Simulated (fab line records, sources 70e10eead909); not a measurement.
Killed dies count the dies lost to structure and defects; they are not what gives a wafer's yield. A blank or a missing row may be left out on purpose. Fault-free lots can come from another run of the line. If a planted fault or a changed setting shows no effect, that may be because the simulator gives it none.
Matching of chambers + flow nandHarc + NHARC_A_WL_FILL_ALD_02 on aldMetal-03: 4 sister chambers
The step deposits TiN, target thk 2 nm, pulse time 3 s, ald cycles 100. 20 wafers are shown with their chamber, then 10 later ones without.

WAFERS WITH THEIR CHAMBER
| wafer  | chamber | heaterPowerW (W) | precursorPulseHeightRel |
|--------|---------|------------------|-------------------------|
| L075.1 | 0       | 1038             | 0.987                   |
| L075.2 | 1       | 889              | 1.031                   |
| L075.6 | 1       | 884              | 0.985                   |
| L077.1 | 0       | 1001             | 1.000                   |
| L077.2 | 1       | 878              | 1.032                   |
| L077.6 | 1       | 884              | 1.001                   |
| L077.3 | 3       | 1020             | 0.988                   |
| L077.4 | 2       | 1108             | 0.962                   |
| L077.5 | 2       | 1129             | 1.007                   |
| L079.2 | 3       | 995              | 1.001                   |
| L079.4 | 2       | 1141             | 0.966                   |
| L079.5 | 2       | 1092             | 0.982                   |
| L083.3 | 0       | 1015             | 0.995                   |
| L083.4 | 2       | 1070             | 0.972                   |
| L083.6 | 3       | 1015             | 1.012                   |
| L085.2 | 3       | 1048             | 1.007                   |
| L085.5 | 0       | 1001             | 0.987                   |
| L085.6 | 3       | 1056             | 0.987                   |
| L086.3 | 0       | 997              | 1.006                   |
| L086.4 | 3       | 1064             | 0.972                   |

SIGNATURES, as means of the wafers listed above
| reading                 | chamber 0 | chamber 1 | chamber 2 | chamber 3 | scatter within a chamber |
|-------------------------|-----------|-----------|-----------|-----------|--------------------------|
| heaterPowerW            | 1010.40   | 883.75    | 1108.00   | 1033.00   | 22.5                     |
| precursorPulseHeightRel | 0.99500   | 1.01225   | 0.97780   | 0.99450   | 0.0164                   |
Rule: a wafer lies at a distance from a chamber equal to the root of the sum of squares, over the readings, of (its reading less the chamber's mean, divided by the reading's scatter). If the next closest chamber is less than 2 further off than the closest, the wafer can't be placed; otherwise it belongs to the closest. The scatter: the root of (the sum of the squares of (reading less its chamber's mean) over the shown wafers, divided by (wafers less chambers)).

WAFERS WITHOUT THEIR CHAMBER
| wafer  | heaterPowerW (W) | precursorPulseHeightRel |
|--------|------------------|-------------------------|
| L086.5 | 1036             | 0.993                   |
| L088.3 | 906              | 0.990                   |
| L088.5 | 1011             | 1.018                   |
| L088.6 | 1093             | 1.022                   |
| L093.1 | 1021             | 1.013                   |
| L093.2 | 1074             | 1.008                   |
| L093.4 | 1019             | 0.992                   |
| L094.3 | 1022             | 0.999                   |
| L094.4 | 909              | 0.992                   |
| L094.6 | 894              | 0.986                   |

THE CHAMBER EACH PASSED THROUGH
| wafer  | from the rows above          | in truth |
|--------|------------------------------|----------|
| L086.5 | can't be placed: 3 or 0      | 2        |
| L088.3 | 1                            | 1        |
| L088.5 | can't be placed: 0 or 3      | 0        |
| L088.6 | can't be placed: 2 or 3 or 0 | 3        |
| L093.1 | can't be placed: 0 or 3      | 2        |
| L093.2 | can't be placed: 3 or 2 or 0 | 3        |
| L093.4 | can't be placed: 0 or 3      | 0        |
| L094.3 | can't be placed: 3 or 0      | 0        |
| L094.4 | 1                            | 1        |
| L094.6 | 1                            | 1        |
Correct placement for 3 of the 10. Unplaceable from these rows: 7, with the true chamber sitting among the candidates in 5. Wrongly placed: 0.
